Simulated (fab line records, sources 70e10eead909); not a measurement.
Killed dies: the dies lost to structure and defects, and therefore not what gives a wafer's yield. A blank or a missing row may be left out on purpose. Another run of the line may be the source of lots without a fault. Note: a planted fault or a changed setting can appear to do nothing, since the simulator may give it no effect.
fab line records	flow nandHarc	part 2 of 2: steps 4 to 6 of 6
record lots=21	wafers=63	lastDay=27
route steps=1159 shown P_ZERO_WELL@18 A_ZERO_WELL@405 A_STAIRCASE@563
lots untouched by any fault: they come from a run of this same line in which no faults occurred
startH: hours from the record's opening day to when the first of the lot's shown wafers began	waitH: hours since the lot's step before	" the same as in the row above	L1.1+2: several wafers, shown together as one row	- no value present, or no start provided	* or withheld: withheld	< > ~ a bound
route shown NAME@n: a module of which the file shows steps, and the number in the route of the first	usual: mean and standard deviation over wafers with no fault	same: alike in all rows	chamber/n: place in a boat	sites: the reading at each site	_std_site: standard deviation across them	_edge_site: inner sites' mean taken away from outer sites' mean	radiusMm: how far each site lies from the wafer's centre	mask NAME#n: copy n	behind: the last tool/chamber to shape the wafer	hold: the reason the lot was held/the length of the hold in hours/how it ended	device: names the non-switching transistor (n, p or np)	end of line: the same wafers' tests at the end of the route	a step given without rows: its recipe and nothing more	killed: count of dies lost to structure and defects at first sort (not the wafer's yield)	map: the dies of a wafer, with x for killed, . for not killed, _ for no die there
set.NAME: the setting that was run; set.NAME@STEP: the one run at that earlier step	model.NAME: the simulator's own value behind a step, which no gauge read
the route's steps for a sample of lots (tables are steps, rows are wafers)
services: the hour from which a tool's chamber was out of use, counted from the record's first day as startH (under 0 if before that day), plus the number of hours and why
## steps
# step NHARC_A_STAIRCASE_TRIM_233
# recipe timeS=211.2	o2FlowSccm=500	arFlowSccm=0	biasW=0	chemistry=O2
# usual chamberPressureMTorr=60.01/0.059	drypumpMotorCurrentA=5.5/0.4	oesProductAu=1.002/0.0081	rfVppV=57.8/0.88	showerheadPlenumPTorr=3.52/0.16	throttleValvePct=17.036/0.0094
lot.wafer	tool	chamber	startH	waitH	chamberPressureMTorr	drypumpMotorCurrentA	oesProductAu	rfHoursCounterH	rfVppV	showerheadPlenumPTorr	throttleValvePct
L074.1	rieDiel-11	1	-	-	60.07	5.7	0.998	12	57.5	3.58	17.024
L074.5	"	3	"	"	59.95	5.8	1.010	-	56.9	3.47	17.029
L074.6	"	0	"	"	60.09	5.5	0.998	-	57.0	3.34	17.035
L075.3	rieDiel-09	2	-	-	59.99	5.3	0.992	0	57.5	3.56	17.035
L075.2	"	3	"	"	60.03	5.3	1.004	0	56.3	3.56	17.049
L075.6	"	1	"	"	60.02	5.4	0.999	-	57.7	3.81	17.039
L076.3	rieDiel-11	0	-	-	60.04	5.5	1.004	24	57.6	3.33	17.033
L076.1	"	1	"	"	60.04	5.7	1.016	21	57.9	3.57	17.022
L076.4	"	2	"	"	59.98	5.7	1.014	24	58.3	3.46	17.028
L079.4	rieDiel-09	0	-	-	60.02	4.9	1.007	1	57.2	3.36	17.052
L079.5	"	0	"	"	59.95	4.8	0.993	-	57.0	3.36	17.035
L079.6	"	1	"	"	60.02	5.4	1.004	-	58.5	3.81	17.048
L081.3	rieDiel-09	0	-	-	59.98	4.8	0.997	10	57.8	3.35	17.028
L081.2	"	2	"	"	59.95	5.3	1.001	9	57.1	3.56	17.047
L081.4	"	3	"	"	59.96	5.3	1.009	-	57.5	3.55	17.047
L082.2	rieDiel-11	1	-	-	60.07	5.7	1.013	35	58.3	3.56	17.037
L082.4	"	2	"	"	60.00	5.8	1.005	37	58.2	3.46	17.032
L082.6	"	1	"	"	59.96	5.7	1.010	-	59.5	3.56	17.042
L080.2	rieDiel-13	0	-	-	60.02	5.5	1.006	7	59.0	3.59	17.023
L080.4	"	2	"	"	60.01	5.7	1.020	7	56.0	3.33	17.020
L080.1	"	3	"	"	59.97	6.6	0.988	6	59.2	3.80	17.049
L084.3	rieDiel-11	3	-	-	60.09	5.8	1.008	41	58.5	3.45	17.028
L084.1	"	0	"	"	59.99	5.5	1.019	42	56.0	3.32	17.033
L084.5	"	0	"	"	59.91	5.5	1.011	-	57.4	3.32	17.038
L088.2	rieDiel-11	3	-	-	59.96	5.8	1.010	46	57.4	3.45	17.048
L088.6	"	2	"	"	59.98	5.8	1.003	-	57.5	3.45	17.044
L088.5	"	3	"	"	59.94	5.8	1.002	-	58.3	3.45	17.039
L086.2	rieDiel-09	2	-	-	60.11	5.3	0.998	19	58.2	3.55	17.041
L086.4	"	0	"	"	59.89	4.8	0.998	22	56.7	3.35	17.029
L086.6	"	1	"	"	59.98	5.4	0.992	-	58.9	3.80	17.030
L085.4	rieDiel-09	3	-	-	60.06	5.2	1.002	27	59.0	3.54	17.029
L085.5	"	0	"	"	60.04	4.8	0.995	-	58.0	3.35	17.045
L085.6	"	1	"	"	59.95	5.4	1.002	-	58.0	3.80	17.042
L087.4	rieDiel-09	0	-	-	59.94	4.8	0.995	28	56.9	3.34	17.038
L087.6	"	2	"	"	59.89	5.3	0.998	-	57.9	3.55	17.037
L087.5	"	3	"	"	60.09	5.3	0.999	-	56.7	3.54	17.050
L089.3	rieDiel-09	0	-	-	59.90	4.8	0.999	29	57.3	3.35	17.030
L089.2	"	2	"	"	60.03	5.3	0.997	25	58.4	3.55	17.030
L089.6	"	0	"	"	59.95	4.8	0.995	-	57.0	3.34	17.055
L090.2	rieDiel-11	2	-	-	59.98	5.8	1.005	53	58.6	3.45	17.050
L090.1	"	3	"	"	60.09	5.8	0.996	53	57.6	3.44	17.023
L090.5	"	1	"	"	60.02	5.7	1.009	-	58.0	3.56	17.043
L091.4	rieDiel-13	3	-	-	60.11	6.6	0.994	22	58.3	3.80	17.028
L091.1	"	0	"	"	59.91	5.5	1.001	22	56.8	3.58	17.030
L091.3	"	2	"	"	59.92	5.7	1.010	23	57.5	3.32	17.039
L092.2	rieDiel-13	3	-	-	60.00	6.6	0.993	23	57.6	3.80	17.038
L092.5	"	2	"	"	59.97	5.7	1.011	-	57.8	3.32	17.037
L092.6	"	3	"	"	59.95	6.6	0.993	-	58.1	3.79	17.026
L094.1	rieDiel-11	3	-	-	60.08	5.7	0.997	62	57.6	3.44	17.038
L094.5	"	1	"	"	60.05	5.7	1.003	-	59.1	3.55	17.023
L094.6	"	2	"	"	60.00	5.8	1.001	-	58.4	3.44	17.032
L093.1	rieDiel-09	2	-	-	59.98	5.3	0.985	34	58.0	3.54	17.041
L093.2	"	0	"	"	59.94	4.8	1.004	32	57.3	3.34	17.029
L093.5	"	2	"	"	60.05	5.3	0.999	-	57.7	3.54	17.031
L095.2	rieDiel-13	0	-	-	60.02	5.5	1.010	34	58.1	3.58	17.035
L095.1	"	1	"	"	60.13	5.4	1.004	34	56.8	3.43	17.032
L095.6	"	2	"	"	59.92	5.7	1.002	-	57.8	3.31	17.029
L096.2	rieDiel-09	1	-	-	59.87	5.4	0.992	37	58.8	3.79	17.040
L096.5	"	0	"	"	60.04	4.8	0.995	-	56.8	3.34	17.021
L096.6	"	1	"	"	60.11	5.4	0.995	-	57.7	3.79	17.039
L097.4	rieDiel-13	1	-	-	60.01	5.4	1.005	38	58.8	3.43	17.047
L097.3	"	2	"	"	60.04	5.7	1.012	38	56.8	3.31	17.051
L097.6	"	0	"	"	60.07	5.4	1.007	-	57.2	3.57	17.042
# step NHARC_A_STAIRCASE_ETCH_236
# recipe targetDepthA=1000	timeS=40.5	ionEnergyEv=400	c4f8FlowSccm=20	o2FlowSccm=10	arFlowSccm=withheld	rfW=600	biasW=1000	chemistry=C4F8/O2
# usual chamberPressureMTorr=25.000/0.023	oesProductAu=0.948/0.0098	rfVppV=895/5.3
lot.wafer	tool	chamber	startH	waitH	chamberPressureMTorr	oesProductAu	rfHoursCounterH	rfVppV
L074.1	rieDiel-11	1	-	-	24.964	0.945	12	897
L074.5	"	1	"	"	25.036	0.958	-	898
L074.6	"	2	"	"	25.019	0.942	-	894
L075.3	rieDiel-09	3	-	-	24.994	0.946	0	897
L075.2	"	2	"	"	25.003	0.925	0	897
L075.6	"	3	"	"	25.023	0.943	-	897
L076.1	rieDiel-11	3	-	-	25.024	0.951	25	895
L076.3	"	0	"	"	24.983	0.943	25	889
L076.4	"	2	"	"	24.990	0.951	25	894
L079.4	rieDiel-09	2	-	-	24.979	0.946	2	898
L079.5	"	1	"	"	24.966	0.948	-	906
L079.6	"	2	"	"	25.027	0.947	-	896
L081.3	rieDiel-09	0	-	-	25.029	0.938	10	889
L081.2	"	3	"	"	24.971	0.942	13	897
L081.4	"	0	"	"	25.040	0.930	-	889
L082.2	rieDiel-11	2	-	-	24.987	0.929	37	893
L082.4	"	1	"	"	25.026	0.935	35	897
L082.6	"	3	"	"	24.982	0.934	-	892
L080.4	rieDiel-13	1	-	-	24.965	0.944	8	893
L080.2	"	3	"	"	24.955	0.953	7	906
L080.1	"	0	"	"	24.992	0.961	7	898
L084.1	rieDiel-11	3	-	-	24.993	0.956	41	892
L084.3	"	1	"	"	25.009	0.954	39	897
L084.5	"	3	"	"	25.000	0.955	-	894
L088.2	rieDiel-11	0	-	-	24.960	0.964	48	889
L088.5	"	2	"	"	25.013	0.942	-	893
L088.6	"	3	"	"	24.987	0.945	-	893
L086.4	rieDiel-09	0	-	-	25.024	0.948	22	888
L086.2	"	2	"	"	25.038	0.939	19	898
L086.6	"	3	"	"	25.025	0.954	-	898
L085.4	rieDiel-09	3	-	-	25.036	0.948	27	898
L085.6	"	1	"	"	25.000	0.943	-	906
L085.5	"	2	"	"	24.996	0.936	-	895
L087.4	rieDiel-09	2	-	-	24.982	0.948	24	896
L087.5	"	2	"	"	24.960	0.943	-	897
L087.6	"	3	"	"	25.023	0.950	-	897
L089.3	rieDiel-09	3	-	-	24.977	0.946	30	897
L089.2	"	1	"	"	24.951	0.940	22	905
L089.6	"	3	"	"	24.993	0.948	-	897
L090.1	rieDiel-11	2	-	-	25.023	0.946	53	893
L090.2	"	3	"	"	25.019	0.948	53	894
L090.5	"	1	"	"	24.958	0.934	-	897
L091.3	rieDiel-13	2	-	-	25.006	0.975	23	888
L091.4	"	3	"	"	25.026	0.953	22	905
L091.1	"	1	"	"	25.008	0.956	23	893
L092.2	rieDiel-13	2	-	-	24.991	0.948	24	887
L092.5	"	1	"	"	25.006	0.963	-	892
L092.6	"	2	"	"	25.000	0.952	-	887
L094.1	rieDiel-11	0	-	-	25.010	0.945	62	888
L094.5	"	3	"	"	25.023	0.938	-	891
L094.6	"	0	"	"	24.988	0.938	-	888
L093.2	rieDiel-09	0	-	-	25.022	0.947	32	890
L093.1	"	1	"	"	24.961	0.946	32	907
L093.5	"	0	"	"	24.954	0.941	-	889
L095.1	rieDiel-13	0	-	-	24.981	0.950	34	899
L095.2	"	1	"	"	25.012	0.922	35	892
L095.6	"	3	"	"	25.050	0.942	-	904
L096.2	rieDiel-09	1	-	-	25.018	0.938	37	907
L096.5	"	3	"	"	25.042	0.962	-	895
L096.6	"	0	"	"	25.018	0.956	-	889
L097.3	rieDiel-13	2	-	-	25.014	0.959	38	888
L097.4	"	3	"	"	24.979	0.951	37	906
L097.6	"	1	"	"	25.005	0.968	-	893
# step NHARC_A_STAIRCASE_STRIP_238
# recipe powerW=1500	tempC=250	chemistry=O2
# usual drypumpMotorCurrentA=5.8/0.47	heaterPowerW=351/22
lot.wafer	tool	chamber	startH	waitH	drypumpMotorCurrentA	heaterPowerW	rfHoursCounterH
L074.1	plasmaAsher-01	1	231.01	0.1	5.6	326	43
L074.5	"	1	"	"	5.6	326	-
L074.6	"	0	"	"	5.7	329	-
L075.2	plasmaAsher-02	1	264.57	0.1	6.5	367	24
L075.3	"	0	"	"	5.2	381	-
L075.6	"	1	"	"	6.5	366	-
L076.1	plasmaAsher-01	0	265.31	0.1	5.7	324	55
L076.3	"	0	"	"	5.7	326	-
L076.4	"	1	"	"	5.6	327	-
L079.4	plasmaAsher-01	0	270.39	0.2	5.7	326	-
L079.6	"	0	"	"	5.7	317	-
L079.5	"	1	"	"	5.6	323	-
L081.2	plasmaAsher-02	0	293.32	0.1	5.2	383	36
L081.3	"	1	"	"	6.5	367	-
L081.4	"	0	"	"	5.2	389	-
L082.2	plasmaAsher-01	0	293.68	0.1	5.7	329	2
L082.4	"	1	"	"	5.6	331	-
L082.6	"	1	"	"	5.7	344	-
L080.2	plasmaAsher-02	0	299.29	0.1	5.2	378	39
L080.1	"	1	"	"	6.5	359	39
L080.4	"	1	"	"	6.5	368	-
L084.1	plasmaAsher-02	0	302.63	0.1	5.2	371	40
L084.3	"	1	"	"	6.5	360	-
L084.5	"	1	"	"	6.5	364	-
L088.2	plasmaAsher-01	0	320.48	0.2	5.7	331	11
L088.5	"	1	"	"	5.6	342	-
L088.6	"	0	"	"	5.7	331	-
L086.2	plasmaAsher-02	1	320.90	0.1	6.5	360	46
L086.4	"	1	"	"	6.5	372	-
L086.6	"	0	"	"	5.2	380	-
L085.4	plasmaAsher-01	1	324.68	0.2	5.6	338	-
L085.6	"	0	"	"	5.7	321	-
L085.5	"	1	"	"	5.6	339	-
L087.4	plasmaAsher-02	0	336.47	0.2	5.3	378	-
L087.6	"	1	"	"	6.5	362	-
L087.5	"	0	"	"	5.2	376	-
L089.2	plasmaAsher-02	0	341.54	0.1	5.2	367	54
L089.3	"	0	"	"	5.2	385	-
L089.6	"	0	"	"	5.2	390	-
L090.2	plasmaAsher-01	0	341.94	0.1	5.7	332	18
L090.1	"	1	"	"	5.6	339	18
L090.5	"	1	"	"	5.6	334	-
L091.1	plasmaAsher-02	1	352.81	0.1	6.5	369	57
L091.4	"	1	"	"	6.5	368	-
L091.3	"	0	"	"	5.2	374	-
L092.2	plasmaAsher-02	1	356.28	0.1	6.6	375	57
L092.6	"	0	"	"	5.2	382	-
L092.5	"	1	"	"	6.5	357	-
L094.1	plasmaAsher-01	0	363.35	0.5	5.7	330	25
L094.6	"	1	"	"	5.6	340	-
L094.5	"	0	"	"	5.7	334	-
L093.2	plasmaAsher-01	0	367.75	0.1	5.8	326	29
L093.1	"	1	"	"	5.6	335	29
L093.5	"	0	"	"	5.7	331	-
L095.1	plasmaAsher-01	1	377.10	0.1	5.6	335	31
L095.2	"	0	"	"	5.8	330	31
L095.6	"	0	"	"	5.7	338	-
L096.2	plasmaAsher-02	1	377.34	0.3	6.5	356	2
L096.5	"	1	"	"	6.5	351	-
L096.6	"	0	"	"	5.2	376	-
L097.3	plasmaAsher-02	0	386.33	0.2	5.2	363	-
L097.4	"	1	"	"	6.5	347	-
L097.6	"	0	"	"	5.2	360	-
## services
tool	chamber	startH	hours	kind
rieSi-01	-	-9.19	9.0	pm
plasmaAsher-02	-	6.12	9.0	pm
rieDiel-11	-	12.65	9.0	pm
rieSi-01	2	33.95	4.2	repair
rieSi-01	-	39.07	1.3	repair
rieDiel-09	-	77.15	9.0	pm
rieDiel-13	-	99.20	9.0	pm
plasmaAsher-02	-	107.91	1.4	repair
rieDiel-11	0	136.05	3.2	repair
rieDiel-09	1	136.78	2.4	repair
rieSi-01	-	167.81	9.0	pm
plasmaAsher-02	-	183.12	9.0	pm
rieDiel-11	-	189.65	9.0	pm
rieSi-01	1	217.89	7.1	repair
rieDiel-13	2	225.68	4.4	repair
rieDiel-11	1	241.89	9.1	repair
rieDiel-09	-	254.15	9.0	pm
rieSi-01	0	261.28	4.3	repair
rieDiel-13	-	276.20	9.0	pm
rieDiel-09	1	290.16	10.6	repair
rieSi-01	3	294.22	8.4	repair
rieSi-01	-	344.81	9.0	pm
rieDiel-09	-	350.67	2.0	repair
rieDiel-11	-	366.68	9.0	pm
